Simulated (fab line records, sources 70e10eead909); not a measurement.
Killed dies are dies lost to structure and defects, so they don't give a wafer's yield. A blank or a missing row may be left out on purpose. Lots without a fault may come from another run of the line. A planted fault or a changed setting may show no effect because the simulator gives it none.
Chamber matching | flow nand_harc | NHARC_A_BLC_ETCH_16 on rie_diel-08: 4 sister chambers
The step etches the open film in CF4, target depth 39 nm, time 65 s. 4 wafers are shown with their chamber, then 7 later ones without.

WAFERS WITH THEIR CHAMBER
wafer  | chamber | rf_fwd_power_W (W)
L246.2 | 2       | 298.4
L246.4 | 3       | 297.3
L245.1 | 0       | 294.7
L245.4 | 1       | 296.6

WAFERS WITHOUT THEIR CHAMBER
wafer  | rf_fwd_power_W (W)
L245.6 | 296.1
L248.1 | 298.6
L248.2 | 296.6
L248.5 | 296.0
L255.2 | 299.6
L255.4 | 298.2
L255.5 | 297.8

WHICH CHAMBER EACH WENT THROUGH
wafer  | from the rows above          | in truth
L245.6 | can't be placed: 1 or 3 or 0 | 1
L248.1 | can't be placed: 2 or 3      | 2
L248.2 | can't be placed: 1 or 3      | 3
L248.5 | can't be placed: 1 or 0 or 3 | 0
L255.2 | can't be placed: 2 or 3      | 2
L255.4 | can't be placed: 2 or 3      | 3
L255.5 | can't be placed: 3 or 2 or 1 | 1
Placed correctly: 0 of 7. Can't be placed from these rows: 7 (the true chamber is among the candidates in 7). Placed wrongly: 0.
How it was worked out, from the rows above alone: a wafer's distance from a chamber is the root of the sum, over the readings, of the square of ((its reading less the chamber's mean) divided by the reading's scatter). The wafer belongs to the nearest chamber; if the next one is less than 2 further off, it can't be placed. A chamber's mean is the mean of its shown wafers. The scatter: with one shown wafer a chamber, the root of the mean of the squares of how far each hidden wafer lies from its nearest shown one.
